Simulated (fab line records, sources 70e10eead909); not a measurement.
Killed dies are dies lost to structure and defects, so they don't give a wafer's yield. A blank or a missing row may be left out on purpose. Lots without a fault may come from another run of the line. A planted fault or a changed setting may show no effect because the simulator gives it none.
Which tool did it? | flow nand_harc | 12 lots, 36 wafers sampled, at 5 steps of a route of 1159

WHAT THE GAUGES READ, wafer by wafer
NHARC_P_CONTACT_OVL_MEAS_13. Usual: overlay_x_nm -0.4 nm, standard deviation 0.83; overlay_y_nm -0.3 nm, standard deviation 0.97.
lot  | measured     | on         | overlay_x_nm (nm) | overlay_y_nm (nm) | flag
L800 | day 5 13:41  | overlay-01 | -0.4 -0.1 -0.1    | -0.7 -0.5 -0.1    |
L803 | day 6 06:14  | overlay-02 | -0.4 -0.6 0.5     | 1.0 1.1 0.8       |
L802 | day 6 06:43  | overlay-01 | -0.5 -0.9 0.0     | 0.9 0.2 0.6       |
L804 | day 6 09:21  | overlay-02 | 0.4 0.2 0.0       | -0.9 -1.3 -0.8    |
L806 | day 6 17:56  | overlay-02 | 0.6 -0.1 0.5      | -0.8 -0.6 -0.7    |
L805 | day 6 18:19  | overlay-01 | -0.9 -1.6 -1.4    | 0.2 0.2 -0.2      |
L808 | day 7 18:31  | overlay-01 | 0.5 0.3 0.0       | 0.3 -0.1 0.4      |
L812 | day 8 21:04  | overlay-01 | -1.2 -0.7 -1.4    | -1.3 -0.7 -0.8    |
L815 | day 9 00:46  | overlay-01 | -1.3 -0.8 -0.4    | -0.8 -1.3 -1.6    |
L820 | day 10 15:59 | overlay-02 | -1.3 -2.2 -0.7    | -1.5 -1.2 -1.5    |
L821 | day 10 21:14 | overlay-01 | -1.2 -1.8 -1.3    | 1.1 0.8 1.1       |
L822 | day 10 22:08 | overlay-01 | -1.1 -1.6 -1.1    | 0.8 -0.2 -0.1     |

NHARC_P_CONTACT_CD_MEAS_19. Usual: cd_nm 88.8 nm, standard deviation 1.5.
lot  | measured     | on        | cd_nm (nm)     | flag
L800 | day 5 14:39  | cd_sem-02 | 87.6 89.7 90.6 |
L803 | day 6 07:22  | cd_sem-01 | 88.2 89.5 89.2 |
L802 | day 6 07:41  | cd_sem-02 | 89.7 88.3 88.6 |
L804 | day 6 10:28  | cd_sem-03 | 89.0 90.0 89.5 |
L806 | day 6 18:55  | cd_sem-02 | 88.6 87.7 90.1 |
L805 | day 6 19:26  | cd_sem-03 | 88.7 88.2 89.9 |
L808 | day 7 19:35  | cd_sem-03 | 92.8 88.1 92.3 |
L812 | day 8 22:02  | cd_sem-02 | 86.2 88.3 89.4 |
L815 | day 9 01:53  | cd_sem-01 | 87.0 88.5 85.7 |
L820 | day 10 16:57 | cd_sem-02 | 91.1 87.3 91.7 |
L821 | day 10 22:13 | cd_sem-02 | 88.2 89.3 84.0 |
L822 | day 10 23:11 | cd_sem-02 | 91.1 88.9 88.9 |

NHARC_END_SORT_01. Usual: killed_at_array 26, standard deviation 9; killed_at_other 0.8, standard deviation 1.2; killed_at_periphery 3.2, standard deviation 2.3; killed_dies 30, standard deviation 9.1; killed_open 3.5, standard deviation 2; killed_short 1.8, standard deviation 1.4.
lot  | measured     | on        | killed_at_array | killed_at_other | killed_at_periphery | killed_dies | killed_open | killed_short | flag
L812 | day 22 10:04 | prober-02 | 22 21 20        | 1 0 0           | 654 2 3             | 677 23 23   | 3 2 3       | 4 0 2        | OFF
L815 | day 23 04:27 | prober-02 | 15 9 13         | 0 0 1           | 2 6 663             | 17 15 677   | 7 1 2       | 2 2 3        | OFF

WHICH TOOL RAN EACH LOT (tool, then ch and the chambers of the sampled wafers, then the start)
lot  | NHARC_P_CONTACT_ETCH_36            | NHARC_P_CONTACT_STRIP_28
L800 | rie_diel-08 ch 1,3, day 5 13:59    | rie_diel-12 ch 0,1,2, day 5 14:44
L803 | rie_diel-12 ch 1,2, day 6 06:37    | rie_diel-12 ch 1,2, day 6 07:29
L802 | rie_diel-06 ch 1,2,3, day 6 07:01  | rie_diel-12 ch 1,2, day 6 07:47
L804 | rie_diel-12 ch 1,3, day 6 09:39    | rie_diel-06 ch 0,1,3, day 6 10:37
L806 | rie_diel-08 ch 0,1,2, day 6 18:19  | rie_diel-08 ch 0,3, day 6 19:00
L805 | rie_diel-12 ch 2,3, day 6 18:37    | rie_diel-08 ch 2,3, day 6 19:30
L808 | rie_diel-06 ch 1,2, day 7 18:49    | rie_diel-08 ch 1,2,3, day 7 19:40
L812 | rie_diel-12 ch 0,2, day 8 21:20    | rie_diel-08 ch 0,2,3, day 8 22:07
L815 | rie_diel-12 ch 0,1,3, day 9 01:06  | rie_diel-08 ch 0,1, day 9 01:58
L820 | rie_diel-08 ch 1,2,3, day 10 16:19 | rie_diel-08 ch 0,3, day 10 17:01
L821 | rie_diel-08 ch 0,1,2, day 10 21:31 | rie_diel-08 ch 1,2,3, day 10 22:19
L822 | rie_diel-08 ch 0,1,3, day 10 22:35 | rie_diel-12 ch 1,2,3, day 10 23:18
- NHARC_P_CONTACT_ETCH_36: etches the open film in N2/H2, target depth 260 nm, time 406.25 s.
- NHARC_P_CONTACT_STRIP_28: strips in O2.

WHAT THE TOOLS THEMSELVES READ (means of the sampled wafers that have a number; where no wafer has one, the mark that the record gives instead)
NHARC_P_CONTACT_ETCH_36. Usual: drypump_motor_current_A 5.9 A, standard deviation 0.42; oes_product_au 1.004 a.u., standard deviation 0.0082; rf_vpp_V 431.0 V, standard deviation 2.4; run_length_s 427.6 s, standard deviation 0.42; showerhead_plenum_p_Torr 2.06 Torr, standard deviation 0.082; throttle_valve_pct 14.171 %, standard deviation 0.0084.
lot  | tool        | drypump_motor_current_A (A) | oes_product_au (a.u.) | rf_vpp_V (V) | run_length_s (s) | showerhead_plenum_p_Torr (Torr) | throttle_valve_pct (%) | flag
L800 | rie_diel-08 | 5.9                         | 0.996                 | 429.8        | 427.5            | 2.02                            | 14.176                 |
L803 | rie_diel-12 | 5.1                         | 0.993                 | 429.0        | 427.3            | 2.00                            | 14.166                 |
L802 | rie_diel-06 | 6.2                         | 1.002                 | 431.2        | 427.7            | 2.08                            | 14.166                 |
L804 | rie_diel-12 | 5.1                         | 1.006                 | 429.8        | 427.3            | 2.04                            | 14.172                 |
L806 | rie_diel-08 | 6.1                         | 0.996                 | 431.9        | 427.6            | 2.10                            | 14.173                 |
L805 | rie_diel-12 | 5.7                         | 1.008                 | 432.4        | 427.6            | 2.11                            | 14.168                 |
L808 | rie_diel-06 | 6.3                         | 1.005                 | 431.3        | 427.5            | 2.07                            | 14.173                 |
L812 | rie_diel-12 | 5.9                         | 1.014                 | 431.0        | 386.4            | 2.04                            | 14.171                 | OFF
L815 | rie_diel-12 | 5.6                         | 1.005                 | 430.2        | 386.1            | 2.04                            | 14.166                 | OFF
L820 | rie_diel-08 | 6.0                         | 1.008                 | 431.1        | 427.4            | 2.08                            | 14.174                 |
L821 | rie_diel-08 | 6.1                         | 1.004                 | 432.5        | 427.8            | 2.10                            | 14.173                 |
L822 | rie_diel-08 | 6.0                         | 0.999                 | 430.4        | 428.1            | 2.04                            | 14.164                 |

NHARC_P_CONTACT_STRIP_28. Usual: drypump_motor_current_A 5.8 A, standard deviation 0.4; oes_product_au 1.006 a.u., standard deviation 0.0087; rf_vpp_V 57.9 V, standard deviation 0.88; showerhead_plenum_p_Torr 3.56 Torr, standard deviation 0.13; throttle_valve_pct 17.036 %, standard deviation 0.0083.
lot  | tool        | drypump_motor_current_A (A) | oes_product_au (a.u.) | rf_vpp_V (V) | showerhead_plenum_p_Torr (Torr) | throttle_valve_pct (%) | flag
L800 | rie_diel-12 | 5.6                         | 1.012                 | 58.0         | 3.47                            | 17.039                 |
L803 | rie_diel-12 | 5.1                         | 0.999                 | 57.6         | 3.46                            | 17.033                 |
L802 | rie_diel-12 | 5.1                         | 1.004                 | 57.7         | 3.46                            | 17.042                 |
L804 | rie_diel-06 | 6.1                         | 1.001                 | 58.0         | 3.52                            | 17.037                 |
L806 | rie_diel-08 | 5.8                         | 1.004                 | 57.7         | 3.48                            | 17.026                 |
L805 | rie_diel-08 | 5.9                         | 1.015                 | 58.2         | 3.62                            | 17.036                 |
L808 | rie_diel-08 | 6.0                         | 1.006                 | 57.6         | 3.60                            | 17.037                 |
L812 | rie_diel-08 | 5.8                         | 1.007                 | 57.8         | 3.55                            | 17.041                 |
L815 | rie_diel-08 | 6.3                         | 1.004                 | 57.9         | 3.61                            | 17.035                 |
L820 | rie_diel-08 | 5.8                         | 1.001                 | 58.1         | 3.48                            | 17.038                 |
L821 | rie_diel-08 | 6.0                         | 1.003                 | 58.0         | 3.59                            | 17.037                 |
L822 | rie_diel-12 | 5.4                         | 1.003                 | 58.0         | 3.57                            | 17.043                 |

THE ANSWER, worked out from the rows above alone
Rule: a lot is off if the mean of its wafers that have a number lies more than 3 standard deviations from the usual mean. A lot without any number at a reading at which 4 lots or more have one is off too. The other lots that the step has rows for count as sound. The gauges are gone through in route order, then the tools' own readings, and for those a lot's mean is taken as printed above. The first step at which some lot is off is used, and at that step the reading that is off furthest; a lot without a number counts as furthest.
Off: L812, L815, at NHARC_END_SORT_01 (killed_at_periphery). Neither off nor sound, because the step has no rows for them: L800, L803, L802, L804, L806, L805, L808, L820, L821, L822.
A tool fits if, at a process step before that reading, it ran every lot that is off, and no sound lot after the first of them. The gauges at NHARC_END_SORT_01 aren't tried: what is off there is off at NHARC_P_CONTACT_ETCH_36 too, on other tools, and a gauge's error can't cause that. Can't be told from this: 2 tools fit, rie_diel-12 at NHARC_P_CONTACT_ETCH_36, rie_diel-08 at NHARC_P_CONTACT_STRIP_28.

WHAT THE SIMULATOR HAD PUT IN
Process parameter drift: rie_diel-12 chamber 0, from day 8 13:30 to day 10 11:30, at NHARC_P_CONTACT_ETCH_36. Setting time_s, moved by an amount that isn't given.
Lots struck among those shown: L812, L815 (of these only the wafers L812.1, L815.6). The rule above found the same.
